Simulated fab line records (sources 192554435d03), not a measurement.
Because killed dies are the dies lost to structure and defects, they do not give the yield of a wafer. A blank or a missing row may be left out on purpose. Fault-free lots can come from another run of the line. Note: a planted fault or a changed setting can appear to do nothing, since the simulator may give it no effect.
A struck lot beside a sound one || flow n5_finfet || 36 out of 1938 route steps
Sound: wafers L197.2, L197.4, L197.5. Wafers struck: L199.1, L199.5, L199.6. The cause is given at the end.
At each step with rows: each side's tool, then ch and its chambers, then its first start. Under that, the readings that differ: sound wafers || struck wafers || difference of the means || sigmas: that difference in standard deviations of wafers without a fault.
alike: readings with means less than 2 such deviations apart, plus words and numbers identical on both sides. not compared: withheld readings, readings lacking a value on some wafer, bounds such as >300 that could conceal the same value, and numbers that have no deviation in the record and whose values overlap.
The two part at a step that has a row with sigmas, a row that says differs or no value, or rows on one side only. Non-overlapping numbers with no deviation appear without sigmas and do not part them. Lack of a reading on every wafer of one side parts them only where that side has two or more wafers.

first, 9 steps without rows for these wafers: N5_BEOL_M4_ANNEAL_95 (time 240 s); N5_BEOL_M4_SPUTTER_96 (material Cu, target thk 4.5 nm, time 8.29 s); N5_BEOL_M4_ECD_50 (material Cu, target thk 300 nm); N5_BEOL_M4_ANNEAL_51 (time 90 s); N5_BEOL_M4_CMP_52 (polishes, stops on SiOC, t overpolish 6.8 s, target thk 40 nm); N5_BEOL_M4_PRE_CLEAN_60 (time 15 s); N5_BEOL_M4_CO_CAP_55 (material Co, precursor CCTBA/H2, target thk 2 nm, time 102.1 s); N5_BEOL_M4_PRE_CLEAN_56 (time 15 s); N5_BEOL_M4_DEP_57 (deposits SiCN from 3MS/NH3, target thk 8 nm, time 14 s).
N5_BEOL_M4_RC_MEAS_101:
  sound on prober-02 ch 0, day 12 19:47; struck on prober-02 ch 0, day 12 17:44
  alike: DIBL_N, DIBL_P, IOFF_N, IOFF_P, ION_N, ION_P, SS_N, SS_P, VT_N, VT_P
then, 24 steps without rows for these wafers: N5_BEOL_M5_ILD_DEP_00 (deposits SiCOH lowk from DEMS/porogen, target thk 140.64 nm, time 25.9 s); N5_BEOL_M5_CURE_79 (cures SiCOH lowk, time 240 s); N5_BEOL_M5_PECVD_70 (deposits SiO2 from TEOS/O2, target thk 16 nm, time 18 s); N5_BEOL_M5_HM_DEP_02 (deposits TiN, target thk 20 nm); N5_BEOL_M5_COAT_59 (time 60 s, resist thk 60 nm); N5_BEOL_M5_COAT_60 (time 60 s, resist thk 12 nm); N5_BEOL_M5_COAT_71 (time 60 s, resist thk 5 nm); N5_BEOL_M5_COAT_05 (resist thk 30 nm); N5_BEOL_M5_EBR_07; N5_BEOL_M5_SOFTBAKE_06 (time 60 s); N5_BEOL_M5_EXPOSE_08 (exposes mask M5, target cd 28 nm); N5_BEOL_M5_PEB_09 (peb time 60 s); N5_BEOL_M5_DEVELOP_10 (develop time 30 s); N5_BEOL_M5_DESCUM_16 (chemistry O2, time 7 s); N5_BEOL_M5_ETCH_72 (etches underlayer in N2/H2, target depth 6.5 nm, time 5.2 s); N5_BEOL_M5_ETCH_61 (etches SiARC in CF4, target depth 15.6 nm, time 26 s); N5_BEOL_M5_ETCH_62 (etches SOC in N2/H2, target depth 75 nm, overetch 15 nm, time 112.5 s); N5_BEOL_M5_STRIP_63 (strips in N2/H2); N5_BEOL_M5_STRIP_73 (strips in N2/H2); N5_BEOL_M5_STRIP_64 (strips in CF4); N5_BEOL_M5_HM_OPEN_17 (chemistry Cl2/BCl3, target TiN, target depth 20 nm, overetch 6 nm); N5_BEOL_M5_STRIP_19 (strips in O2); N5_BEOL_M5_COAT_65 (time 60 s, resist thk 60 nm); N5_BEOL_M5_COAT_66 (time 60 s, resist thk 12 nm).
-- here the record skips 3 days between the struck wafers' starts before and after, leaving off in module BEOL_M5 and picking up in module BEOL_M11 (first step shown: number 1579 of the route) --
N5_BEOL_M11_ETCH_41: etches SiCN in CH3F/O2, target depth 42.6 nm, time 86 s.
  sound on rie_diel-06 ch 1,2,3, day 15 01:56; struck on rie_diel-06 ch 0,3, day 15 09:31
  no value came back on the struck wafers for any of 7 readings (CH3F_flow_sccm (sccm), O2_flow_sccm (sccm) and others); on the sound wafers CH3F_flow_sccm (sccm) reads 29.94 29.89 30.08
  not compared: rf_hours_counter_h
N5_PASSIVATION_PROBE_49:
  sound on prober-02, day 16 17:19; struck on prober-01, day 17 02:33
{"reading": "defect_limited_yield (%)", "sound": "93.3 90.8 90.8", "struck": "0 0 0", "difference": -92, "sigmas": -61}
{"reading": "killed_at_M4_up", "sound": "7 8 10", "struck": "1096 1105 1098", "difference": "+1091", "sigmas": "+99 or more"}
{"reading": "killed_dies", "sound": "79 109 108", "struck": "1180 1180 1180", "difference": "+1081", "sigmas": "+60"}
{"reading": "killed_on_rim", "sound": "7 12 11", "struck": "152 152 152", "difference": "+142", "sigmas": "+39"}
{"reading": "sort_bin_5_function (%)", "sound": "4.1 5.1 5.3", "struck": "96.8 96.9 96.6", "difference": "+91.9", "sigmas": "+99 or more"}
{"reading": "sort_n_pass", "sound": "1101 1071 1072", "struck": "0 0 0", "difference": -1081, "sigmas": -60}
{"reading": "sort_yield_pct (%)", "sound": "93.3 90.8 90.8", "struck": "0 0 0", "difference": -92, "sigmas": -61}
  alike: killed_at_M0_to_M3, killed_at_contacts, killed_at_front_end, killed_at_other, killed_open, killed_short, sort_bin_6_memory

WHERE THEY PART
At N5_BEOL_M11_ETCH_41 first; at N5_PASSIVATION_PROBE_49 last (within this record only).

WHY: the cause the simulator had injected
Skipped step whole: rie_diel-06, from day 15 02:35 on, at N5_BEOL_M11_ETCH_41. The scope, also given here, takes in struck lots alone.
